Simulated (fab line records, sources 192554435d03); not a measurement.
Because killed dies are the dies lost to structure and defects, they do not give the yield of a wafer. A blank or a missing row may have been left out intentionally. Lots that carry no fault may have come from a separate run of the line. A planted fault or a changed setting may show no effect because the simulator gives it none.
The tool behind it: which one?    flow n5-finfet    36 wafers from 12 lots sampled at 2 of the route's 1938 steps

## WHAT THE GAUGES READ, wafer by wafer
N5_BEOL_M0_SAQP_OVL_MEAS_41.
lot   measured      on          M0_CUT1_OVL (nm)
L075  day 5 21:11   overlay-01  0.3 -0.2 -0.7
L077  day 6 08:35   overlay-01  1.1 1.1 1.8
L079  day 6 23:46   overlay-02  1.1 1.1 1.0
L081  day 7 12:22   overlay-01  1.2 0.3 0.9
L083  day 7 20:48   overlay-01  0.5 0.3 1.4
L085  day 8 14:45   overlay-02  0.0 0.3 -0.1
L087  day 9 01:17   overlay-02  0.1 0.1 1.3
L089  day 9 14:11   overlay-02  1.1 -0.2 0.3
L091  day 10 01:01  overlay-01  0.8 -0.1 0.4
L093  day 10 10:54  overlay-01  0.7 0.7 0.5
L095  day 10 23:18  overlay-01  0.3 0.7 -0.2
L097  day 11 11:17  overlay-02  0.1 -0.8 0.8

## TOOL THAT RAN EACH LOT (tool first, then ch and the chambers of the sampled wafers, then the start)
lot   N5_BEOL_M0_SAQP_ETCH_106
L075  rie-diel-05 ch 0,2,3, day 5 19:37
L077  rie-diel-01 ch 0,3, day 6 06:52
L079  rie-diel-05 ch 2,3, day 6 22:22
L081  rie-diel-04 ch 2,3, day 7 10:51
L083  rie-diel-01 ch 0,1,2, day 7 19:07
L085  rie-diel-04 ch 2,3, day 8 13:22
L087  rie-diel-01 ch 0,1,3, day 8 23:48
L089  rie-diel-05 ch 0,2, day 9 12:47
L091  rie-diel-05 ch 0,2, day 9 23:27
L093  rie-diel-01 ch 0,1,2, day 10 09:20
L095  rie-diel-05 ch 0,2,3, day 10 21:46
L097  rie-diel-04 ch 0,3, day 11 09:45
- N5_BEOL_M0_SAQP_ETCH_106: etches SOC in N2/H2, stops on SiNx, target depth 150 nm.

## THE ANSWER, worked out from the rows above alone
Rule: usual is defined by the lots themselves. Put in order of their means at a reading, lots are off if they are a third of the lots or fewer, leave a main group of 4 or more, and stand apart from it by a gap of 3 or more times the standard deviation of the main group's means; of several such gaps the widest counts. A main group is skipped when, at the precision printed for the reading in the tables above, its means are all equal. A lot without any number at a reading at which 4 lots or more have one is off too. All remaining lots with rows at the step are treated as sound.
None of the lots is off at any reading shown; this tells nothing.

## WHAT HAD BEEN PUT IN BY THE SIMULATOR
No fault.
